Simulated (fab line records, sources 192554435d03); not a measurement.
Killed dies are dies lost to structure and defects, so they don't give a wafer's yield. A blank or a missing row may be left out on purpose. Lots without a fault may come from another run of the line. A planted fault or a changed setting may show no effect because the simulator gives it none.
Split-lot experiment | flow n5_finfet | 7 lots, 21 wafers read, on a route of 1938 steps

THE SPLIT
At N5_BEOL_M2_COAT_76 (time 60 s, resist thk 5 nm), the setting spin_rpm was moved away from the recipe's 1500 rpm on 8 of the 21 wafers read, by -11.1% to +7.5%. The other wafers ran this setting at the recipe's value.

FROM THE SPLIT TO THE READING: what the file shows between them, 2 steps
- N5_BEOL_M2_COAT_22: resist thk 30 nm (also split here: spin_rpm)
- N5_BEOL_M2_DESCUM_33: chemistry O2, time 7 s (also split here: time_s)

THE READING
etch.depth_nm (the simulator's own value, which no gauge read), in nm, at N5_BEOL_M2_ETCH_77 (etches underlayer in N2/H2, target depth 6.5 nm, time 5.2 s). The file gives no usual value for it. The 13 wafers here that ran the recipe average 5.004 nm, standard deviation 0.012 nm.

wafer  | tool, chamber at the split | spin_rpm as run, rpm | against the recipe | etch.depth_nm, nm | against lot-mates on the recipe
L074.1 | litho_track-05, 0          | 1388                 | -7.5%              | 5.185             | +0.189
L074.3 | litho_track-05, 0          | 1388                 | -7.5%              | 5.195             | +0.199
L074.5 | litho_track-05, 0          | 1500                 | recipe             | 4.996             | -
L075.3 | litho_track-03, 0          | 1500                 | recipe             | 4.993             | -
L075.4 | litho_track-03, 0          | 1500                 | recipe             | 4.998             | -
L075.5 | litho_track-03, 0          | 1500                 | recipe             | 4.992             | -
L079.2 | litho_track-05, 0          | 1613                 | +7.5%              | 4.836             | -0.152
L079.4 | litho_track-05, 0          | 1500                 | recipe             | 4.988             | -
L079.6 | litho_track-05, 0          | 1613                 | +7.5%              | 4.811             | -0.177
L082.2 | litho_track-04, 0          | 1500                 | recipe             | 5.004             | -
L082.5 | litho_track-04, 0          | 1420                 | -5.3%              | 5.132             | +0.129
L082.6 | litho_track-04, 0          | 1500                 | recipe             | 5.002             | -
L086.2 | litho_track-03, 0          | 1500                 | recipe             | 5.037             | -
L086.4 | litho_track-03, 0          | 1333                 | -11.1%             | 5.343             | +0.306
L086.6 | litho_track-03, 0          | 1333                 | -11.1%             | 5.321             | +0.284
L091.1 | litho_track-03, 0          | 1500                 | recipe             | 5.011             | -
L091.3 | litho_track-03, 0          | 1500                 | recipe             | 5.004             | -
L091.4 | litho_track-03, 0          | 1500                 | recipe             | 5.006             | -
L092.2 | litho_track-03, 0          | 1500                 | recipe             | 5.012             | -
L092.3 | litho_track-03, 0          | 1559                 | +3.9%              | 4.925             | -0.088
L092.6 | litho_track-03, 0          | 1500                 | recipe             | 5.014             | -

THE FIT
A straight line over all 21 wafers: etch.depth_nm changes by -0.0265 nm for each +1% of spin_rpm; r = -0.99; the points scatter about the line by 0.018 nm.
The same after taking each lot's own level away (the mean of its wafers on the recipe; 21 wafers): -0.0249 nm for each +1%; r = -1.00; scatter 0.01 nm.
On that fit, the largest move of spin_rpm shifts the reading by 0.28 nm.
The lots' own levels span 4.9880 to 5.0370 nm, that is 4.0 times the standard deviation above.
So the lot-to-lot level changes the slope little: the two slopes agree.
Check: with one of the wafers moved furthest among these (-11.1%) left out of the fit, the line predicts +0.274 nm for it against its lot-mates. It came out at +0.306 nm against them.

OTHER SPLITS ON THESE WAFERS
These wafers also went through other splits before the reading. Each is held against what the fit with the lots' levels taken away leaves over:
other split on the same wafers | wafers away from the commonest value | r with etch.depth_nm (lot level and that fit taken away)
N5_BEOL_M0_ETCH_128 source_w   | 10                                   | -0.14
N5_BEOL_M0_ETCH_109 bias_w     | 8                                    | +0.10
N5_BEOL_M1_COAT_22 spin_rpm    | 5                                    | +0.64
N5_BEOL_M2_COAT_22 spin_rpm    | 2                                    | -0.03
N5_BEOL_M2_DESCUM_33 time_s    | 4                                    | +0.27

THE WHOLE CHAIN: every reading that the file lists as answering this split, in the file's order
step               | what it does                                                | reading                                                                               | change (the file's fit)                | r (the file's)
N5_BEOL_M2_COAT_76 | time 60 s, resist thk 5 nm                                  | underlayer_of_BEOL_M2_COAT_76.thk_nm (the simulator's own value, which no gauge read) | -0.0304 nm for each +1% of the setting | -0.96
N5_BEOL_M2_ETCH_77 | etches underlayer in N2/H2, target depth 6.5 nm, time 5.2 s | etch.depth_nm (the simulator's own value, which no gauge read)                        | -0.025 nm for each +1% of the setting  | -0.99

THE FILE'S OWN FIT
etch.depth_nm changes by -0.025 nm for each +1% of spin_rpm, r = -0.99.
